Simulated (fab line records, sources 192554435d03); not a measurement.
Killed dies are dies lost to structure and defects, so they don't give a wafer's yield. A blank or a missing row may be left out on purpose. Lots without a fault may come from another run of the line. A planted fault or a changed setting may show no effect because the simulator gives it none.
A struck lot beside a sound one | flow n5_finfet | 26 steps out of a route of 1938
Sound: wafers L713.3, L713.5, L713.6. Struck: wafers L714.3, L714.6. (L714.1 of the same lot was not struck and is left out.) The cause comes at the end.
At each step with rows: each side's tool, then ch and its chambers, then its first start. Under that, the readings that differ: sound wafers | struck wafers | difference of the means | sigmas: that difference in standard deviations of wafers without a fault.
alike: readings whose means differ by less than 2 such deviations, and words and numbers that are the same on both sides. not compared: withheld readings, readings that some wafer has no value for, bounds like >300 that may hide the same value, and numbers for which the record gives no deviation and whose values overlap.
The two part at a step that has a row with sigmas, a row that says differs or no value, or rows on one side only. Numbers that don't overlap but have no deviation are shown without sigmas and don't part them. A reading that every wafer of one side lacks parts them only if that side has two wafers or more.

first, 9 steps without rows for these wafers: N5_MIM_TOP_LITHO_EBR_04; N5_MIM_TOP_LITHO_SOFTBAKE_03 (time 90 s); N5_MIM_TOP_LITHO_EXPOSE_05 (exposes mask MIM TOP, target cd 2000 nm); N5_MIM_TOP_LITHO_PEB_06; N5_MIM_TOP_LITHO_DEVELOP_07 (develop time 60 s); N5_MIM_TOP_LITHO_HARDBAKE_09 (time 120 s); N5_MIM_TOP_LITHO_DESCUM_10 (chemistry O2, time 7.9 s); N5_MIM_TOP_ETCH_ETCH_00 (etches TiN in Cl2/BCl3, target depth 38.5 nm); N5_MIM_TOP_ETCH_STRIP_01 (strips in O2).
N5_MIM_TOP_ETCH_PECVD_03: deposits SiNx from SiH4/NH3/N2, target thk 20 nm, time 17.6 s.
  sound on pecvd-04 ch 1,2, day 12 13:31; struck on pecvd-04 ch 1,2, day 12 18:56
  reading                                         | sound                | struck    | difference                    | sigmas
  susceptor_temp_C (C)                            | 399.68 400.33 399.77 | - -       | no value on the struck wafers |
  model.SiNx_of_MIM_TOP_ETCH_PECVD_03.thk_nm (nm) | 20 20.4 20.4         | 18.6 18.8 | -1.6                          |
  alike: heater_power_w, showerhead_plenum_p_Torr, throttle_valve_pct
then, 13 steps without rows for these wafers: N5_MIM_BOT_LITHO_HMDS_01 (time 60 s); N5_MIM_BOT_LITHO_COAT_02; N5_MIM_BOT_LITHO_EBR_04; N5_MIM_BOT_LITHO_SOFTBAKE_03 (time 90 s); N5_MIM_BOT_LITHO_EXPOSE_05 (exposes mask MIM BOT); N5_MIM_BOT_LITHO_PEB_06; N5_MIM_BOT_LITHO_DEVELOP_07 (develop time 60 s); N5_MIM_BOT_LITHO_HARDBAKE_09 (time 120 s); N5_MIM_BOT_LITHO_DESCUM_10 (chemistry O2, time 7.9 s); N5_MIM_BOT_ETCH_ETCH_04 (etches SiNx in CF4/O2, target depth 26 nm, time 13 s); N5_MIM_BOT_ETCH_ETCH_03 (etches the open film in Cl2/BCl3, target depth 12 nm); N5_MIM_BOT_ETCH_ETCH_00 (etches TiN in Cl2/BCl3, target depth 45.5 nm); N5_MIM_BOT_ETCH_STRIP_01 (strips in O2).
N5_MIM_BOT_ETCH_STRIP_02: strips in post etch residue remover, time 1200 s.
  sound on wet_bench-05 ch 3,5,6, day 12 14:33; struck on wet_bench-03 ch 2,5, day 12 20:02
  reading                                         | sound        | struck    | difference | sigmas
  model.SiNx_of_MIM_TOP_ETCH_PECVD_03.thk_nm (nm) | 19.6 20.2 20 | 18.4 18.4 | -1.5       |
then, 1 step without rows for these wafers: N5_MIM_BOT_ETCH_CLEAN_05 (cleans in IPA, time 180 s).
N5_PASSIVATION_PROBE_49:
  the record has rows for the struck wafers here (prober-01, day 13 04:50) and none for the sound ones

WHERE THEY PART
First at N5_MIM_TOP_ETCH_PECVD_03; last, within this record, at N5_PASSIVATION_PROBE_49.

WHY: what the simulator had put in
Process parameter drift: pecvd-04, from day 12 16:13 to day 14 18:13, at N5_MIM_TOP_ETCH_PECVD_03. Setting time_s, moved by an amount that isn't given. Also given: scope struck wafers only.
